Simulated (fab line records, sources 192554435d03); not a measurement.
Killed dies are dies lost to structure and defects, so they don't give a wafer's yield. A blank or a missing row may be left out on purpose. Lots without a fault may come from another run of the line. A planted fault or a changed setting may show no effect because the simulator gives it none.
Which tool did it? | flow n5_finfet | 12 lots, 36 wafers sampled, at 6 steps of a route of 1938

WHAT THE GAUGES READ, wafer by wafer
N5_BEOL_M6_INSPECT_13: inspects for defects (brightfield).
lot  | measured     | on                | raw_defect_count
L075 | day 8 13:13  | defect_inspect-01 | 354 328 370
L076 | day 9 08:19  | defect_inspect-01 | 497 323 253
L078 | day 9 20:52  | defect_inspect-02 | 309 335 414
L081 | day 10 13:38 | defect_inspect-01 | 406 387 333
L082 | day 10 18:52 | defect_inspect-01 | 242 381 346
L085 | day 11 13:35 | defect_inspect-01 | 277 466 437
L087 | day 12 07:44 | defect_inspect-01 | 316 391 410
L089 | day 12 10:29 | defect_inspect-02 | 460 437 620
L091 | day 13 13:51 | defect_inspect-01 | 530 549 573
L094 | day 13 17:25 | defect_inspect-02 | 325 423 263
L095 | day 14 03:43 | defect_inspect-01 | 512 607 463
L097 | day 15 09:31 | defect_inspect-01 | 445 402 497

WHICH TOOL RAN EACH LOT (tool, then ch and the chambers of the sampled wafers, then the start)
lot  | N5_BEOL_M5_STRIP_36                | N5_BEOL_M5_SURFACE_TREAT_87  | N5_BEOL_M5_SPUTTER_81        | N5_BEOL_M5_CMP_52             | N5_BEOL_M6_HM_DEP_02
L075 | rie_diel-03 ch 0,1,3, day 8 04:15  | pvd_sputter-02, day 8 05:34  | pvd_sputter-01, day 8 06:53  | cmp-03 ch 0,2,3, day 8 10:46  | pvd_sputter-01, day 8 12:47
L076 | rie_diel-04 ch 1,3, day 8 21:11    | pvd_sputter-03, day 8 22:40  | pvd_sputter-03, day 9 01:38  | cmp-03 ch 0,1,3, day 9 05:31  | pvd_sputter-03, day 9 07:53
L078 | rie_diel-04 ch 0,3, day 9 11:00    | pvd_sputter-01, day 9 12:36  | pvd_sputter-03, day 9 13:55  | cmp-02 ch 0,1,3, day 9 18:44  | pvd_sputter-02, day 9 20:19
L081 | rie_diel-04 ch 0,2,3, day 10 03:20 | pvd_sputter-02, day 10 05:19 | pvd_sputter-02, day 10 06:49 | cmp-03 ch 1,2,3, day 10 10:34 | pvd_sputter-03, day 10 13:12
L082 | rie_diel-04 ch 0,1,2, day 10 09:55 | pvd_sputter-02, day 10 11:01 | pvd_sputter-01, day 10 12:55 | cmp-02 ch 1,3, day 10 16:44   | pvd_sputter-01, day 10 18:18
L085 | rie_diel-04 ch 0,1,2, day 11 02:30 | pvd_sputter-02, day 11 05:40 | pvd_sputter-03, day 11 06:59 | cmp-02 ch 1,2,3, day 11 10:53 | pvd_sputter-01, day 11 13:01
L087 | rie_diel-04 ch 2,3, day 11 19:01   | pvd_sputter-03, day 11 20:20 | pvd_sputter-01, day 11 21:46 | cmp-03 ch 1,2,3, day 12 05:48 | pvd_sputter-02, day 12 07:18
L089 | rie_diel-06 ch 0,1,3, day 12 01:28 | pvd_sputter-02, day 12 02:31 | pvd_sputter-02, day 12 03:58 | cmp-02 ch 0,2,3, day 12 07:43 | pvd_sputter-02, day 12 09:55
L091 | rie_diel-06 ch 0,1,3, day 13 03:47 | pvd_sputter-02, day 13 05:35 | pvd_sputter-01, day 13 07:54 | cmp-02 ch 2,3, day 13 11:40   | pvd_sputter-01, day 13 13:18
L094 | rie_diel-04 ch 0,1,2, day 13 07:02 | pvd_sputter-03, day 13 08:16 | pvd_sputter-03, day 13 11:41 | cmp-03 ch 0,1,3, day 13 15:29 | pvd_sputter-03, day 13 16:52
L095 | rie_diel-06 ch 0,1,3, day 13 18:10 | pvd_sputter-03, day 13 19:18 | pvd_sputter-03, day 13 20:40 | cmp-03 ch 1,2,3, day 14 00:30 | pvd_sputter-01, day 14 03:10
L097 | rie_diel-06 ch 2,3, day 14 23:57   | pvd_sputter-03, day 15 01:11 | pvd_sputter-01, day 15 02:35 | cmp-02 ch 0,3, day 15 06:27   | pvd_sputter-03, day 15 08:57
- N5_BEOL_M5_STRIP_36: strips in N2/H2.
- N5_BEOL_M5_SURFACE_TREAT_87
- N5_BEOL_M5_SPUTTER_81: material Cu, target thk 15 nm, time 27.62 s.
- N5_BEOL_M5_CMP_52: polishes, stops on SiCOH lowk, t overpolish 6.9 s, target thk 62 nm.
- N5_BEOL_M6_HM_DEP_02: deposits TiN, target thk 20 nm.

THE ANSWER, worked out from the rows above alone
Rule: what is usual is taken from the lots themselves. Put in order of their means at a reading, lots are off if they are a third of the lots or fewer, leave a main group of 4 or more, and stand apart from it by a gap of 3 or more times the standard deviation of the main group's means; of several such gaps the widest counts. A main group whose means are all the same, to the digits that the tables above print for the reading, isn't used. A lot without any number at a reading at which 4 lots or more have one is off too. The other lots that the step has rows for count as sound.
No lot is off at any reading shown: from this, nothing can be told.

WHAT THE SIMULATOR HAD PUT IN
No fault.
